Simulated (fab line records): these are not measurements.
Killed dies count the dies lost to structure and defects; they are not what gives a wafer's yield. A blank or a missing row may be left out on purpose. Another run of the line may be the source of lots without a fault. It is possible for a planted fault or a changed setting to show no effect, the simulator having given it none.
Chamber matching | flow n5-finfet | N5_BEOL_M0_SAQP_ETCH_107 on rie-diel-01 has 4 sister chambers
The step etches SiNx in CH3F/O2, target depth 30 nm. 22 wafers are shown with their chamber, then 11 later ones without.

EACH WAFER AND ITS CHAMBER
wafer  | chamber | showerhead-plenum-p-Torr (Torr) | throttle-valve-pct (%) | drypump-motor-current-A (A)
L077.3 | 0       | 2.00                            | 16.63                  | 5.8
L077.5 | 3       | 1.90                            | 16.40                  | 6.4
L077.6 | 0       | 2.01                            | 16.61                  | 5.8
L078.1 | 3       | 1.90                            | 16.40                  | 6.4
L078.2 | 1       | 2.00                            | 16.64                  | 6.0
L078.3 | 0       | 2.00                            | 16.63                  | 5.7
L082.4 | 2       | 2.06                            | 16.64                  | 5.5
L082.5 | 2       | 2.06                            | 16.65                  | 5.5
L082.6 | 3       | 1.90                            | 16.40                  | 6.4
L083.2 | 2       | 2.06                            | 16.65                  | 5.5
L083.3 | 0       | 2.00                            | 16.64                  | 5.8
L083.5 | 3       | 1.90                            | 16.42                  | 6.4
L084.1 | 3       | 1.90                            | 16.41                  | 6.4
L084.4 | 1       | 1.99                            | 16.64                  | 6.0
L084.6 | 3       | 1.90                            | 16.41                  | 6.5
L086.2 | 2       | 2.06                            | 16.65                  | 5.5
L086.3 | 0       | 2.00                            | 16.65                  | 5.7
L086.4 | 3       | 1.90                            | 16.42                  | 6.4
L088.2 | 2       | 2.06                            | 16.67                  | 5.5
L088.5 | 1       | 1.99                            | 16.65                  | 6.0
L088.6 | 2       | 2.06                            | 16.66                  | 5.5
L091.3 | 1       | 1.99                            | 16.64                  | 6.1

SIGNATURES (means of the wafers above)
reading                  | chamber 0 | chamber 1 | chamber 2 | chamber 3 | scatter within a chamber
showerhead-plenum-p-Torr | 2.0020    | 1.9925    | 2.0600    | 1.9000    | 0.00293
throttle-valve-pct       | 16.6320   | 16.6425   | 16.6533   | 16.4086   | 0.0105
drypump-motor-current-A  | 5.760     | 6.025     | 5.500     | 6.414     | 0.0395
Rule: distance of a wafer from a chamber = root of the sum over the readings of ((wafer's reading minus chamber's mean) / reading's scatter) squared. The wafer belongs to the nearest chamber; if the next one is less than 2 further off, it can't be placed. The scatter is the square root of a quotient: the sum, over the shown wafers, of each reading's squared deviation from its chamber's mean, divided by wafers minus chambers.

WAFERS WITHOUT THEIR CHAMBER
wafer  | showerhead-plenum-p-Torr (Torr) | throttle-valve-pct (%) | drypump-motor-current-A (A)
L091.4 | 2.00                            | 16.65                  | 5.7
L091.6 | 1.89                            | 16.43                  | 6.4
L093.1 | 2.00                            | 16.68                  | 5.7
L093.2 | 2.05                            | 16.69                  | 5.5
L093.4 | 1.89                            | 16.44                  | 6.4
L095.1 | 1.99                            | 16.66                  | 5.8
L095.4 | 1.99                            | 16.67                  | 6.0
L095.5 | 1.99                            | 16.68                  | 6.1
L097.1 | 1.99                            | 16.67                  | 6.0
L097.5 | 1.99                            | 16.67                  | 6.0
L097.6 | 1.99                            | 16.69                  | 5.8

THE CHAMBER EACH PASSED THROUGH
wafer  | from the rows above     | in truth
L091.4 | 0                       | 0
L091.6 | 3                       | 3
L093.1 | 0                       | 0
L093.2 | 2                       | 2
L093.4 | 3                       | 3
L095.1 | can't be placed: 0 or 1 | 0
L095.4 | 1                       | 1
L095.5 | 1                       | 1
L097.1 | 1                       | 1
L097.5 | 1                       | 1
L097.6 | can't be placed: 0 or 1 | 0
Placed correctly: 9 of 11. Cannot be placed on the basis of these rows: 2; the candidates contain the true chamber in 2. 0 placed wrongly.
